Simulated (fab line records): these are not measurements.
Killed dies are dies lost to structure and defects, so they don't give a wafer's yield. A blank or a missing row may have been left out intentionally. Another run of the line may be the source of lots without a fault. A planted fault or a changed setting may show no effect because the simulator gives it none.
Comparing a struck lot with a sound one -- flow nand_harc -- 17 steps out of a route of 1159
Sound: wafers L812.1, L812.3, L812.6. Struck: wafers L815.2, L815.3, L815.5. Last of all comes the cause.
For every step that has rows: the tool of each side, followed by ch and its chambers, followed by its first start. Under that, the readings that differ: sound wafers -- struck wafers -- difference of the means -- sigmas: that difference in standard deviations of wafers without a fault.
alike: readings with means less than 2 such deviations apart, plus words and numbers identical on both sides. not compared: withheld readings, readings lacking a value on some wafer, bounds such as >300 that could conceal the same value, and numbers that have no deviation in the record and whose values overlap.
The two part at a step that has a row with sigmas, a row that says differs or no value, or rows on one side only. Numbers that don't overlap but have no deviation are shown without sigmas and don't part them. Lack of a reading on every wafer of one side parts them only where that side has two or more wafers.

NHARC_P_M2_INSPECT_11:
  sound: defect_inspect-02 at day 6 03:06; struck: defect_inspect-02 at day 6 14:32
  alike: raw_defect_count
NHARC_P_M2_DESCUM_14: chemistry O2, time 3 s.
  sound on rie_diel-06 ch 0,3, day 6 03:10; struck on rie_diel-06 ch 0,1, day 6 14:37
  alike: drypump_motor_current_A, oes_product_au, rf_vpp_V, showerhead_plenum_p_Torr, throttle_valve_pct
  not compared: rf_hours_counter_h
NHARC_P_M2_ETCH_35: etches the open film in N2/H2, target depth 40 nm, overetch 12 nm, time 43.94 s.
  sound on rie_diel-06 ch 0,1,2, day 6 03:16; struck on rie_diel-06 ch 1,2, day 6 14:41
  alike: drypump_motor_current_A, h2_flow_sccm, oes_product_au, rf_vpp_V, showerhead_plenum_p_Torr, throttle_valve_pct
  not compared: rf_hours_counter_h
NHARC_P_M2_ETCH_15: etches the open film in C4F8/Ar, target depth 182.5 nm, time 91.2 s.
  sound: rie_diel-06 ch 0,1; struck: rie_diel-06 ch 1,2,3
  alike: oes_product_au, rf_vpp_V
  not compared: rf_hours_counter_h
NHARC_P_M2_CD_MEAS_16:
  sound: cd_sem-02 at day 6 03:28; struck: cd_sem-01 at day 6 14:55
  alike: cd_nm
then, 1 step without rows for these wafers: NHARC_P_M2_STRIP_18 (strips in N2/H2).
NHARC_P_M2_ETCH_28: etches the open film in CF4/N2, target depth 30 nm, time 72.99 s.
  sound: rie_diel-06 ch 0,3; struck: rie_diel-06 ch 0,1,3
  alike: drypump_motor_current_A, oes_product_au, rf_vpp_V, showerhead_plenum_p_Torr, throttle_valve_pct
  not compared: rf_hours_counter_h
then, 1 step without rows for these wafers: NHARC_P_M2_STRIP_19 (strips in post etch residue remover, time 600 s).
NHARC_P_M2_DEGAS_29: time 60 s.
  sound: pvd_sputter-02 at day 6 04:11; struck: pvd_sputter-02 at day 6 15:38
  alike: heater_power_w, susceptor_temp_C
then, 3 steps without rows for these wafers: NHARC_P_M2_PRE_CLEAN_30 (time 30 s); NHARC_P_M2_PVD_20 (deposits TaN, target thk 5 nm, time 8.06 s); NHARC_P_M2_PVD_21 (deposits Cu, target thk 30 nm, time 20.49 s).
NHARC_P_M2_ECD_22: material Cu, target thk 400 nm.
  sound on ecd_cu-02 ch 0,1, day 6 04:35; struck on ecd_cu-02 ch 0, day 6 16:50
  alike: bath_heat_duty_pct
then, 1 step without rows for these wafers: NHARC_P_M2_ANNEAL_31 (time 90 s).
NHARC_P_M2_CMP_23: polishes, t overpolish 20 s, target thk 144.3 nm.
  sound on cmp-03 ch 1,2,3, day 6 05:19; struck on cmp-02 ch 1,2,3, day 6 17:47
reading,sound,struck,difference,sigmas
time_to_endpoint_s (s),25 28 34,57 54 51,+25,+7
  alike: motor_current_A
NHARC_P_M2_THK_MEAS_24: measures by xrf.
  sound: film_metro-02 at day 6 05:34; struck: film_metro-02 at day 6 18:05
  alike: thk_nm
NHARC_END_SORT_01:
  the record has rows for the sound wafers here (prober-01 ch 0, day 19 20:34) and none for the struck ones

== WHERE THEY PART ==
Earliest at NHARC_P_M2_CMP_23; latest, in this record, at NHARC_END_SORT_01.

WHY: what had been put in by the simulator
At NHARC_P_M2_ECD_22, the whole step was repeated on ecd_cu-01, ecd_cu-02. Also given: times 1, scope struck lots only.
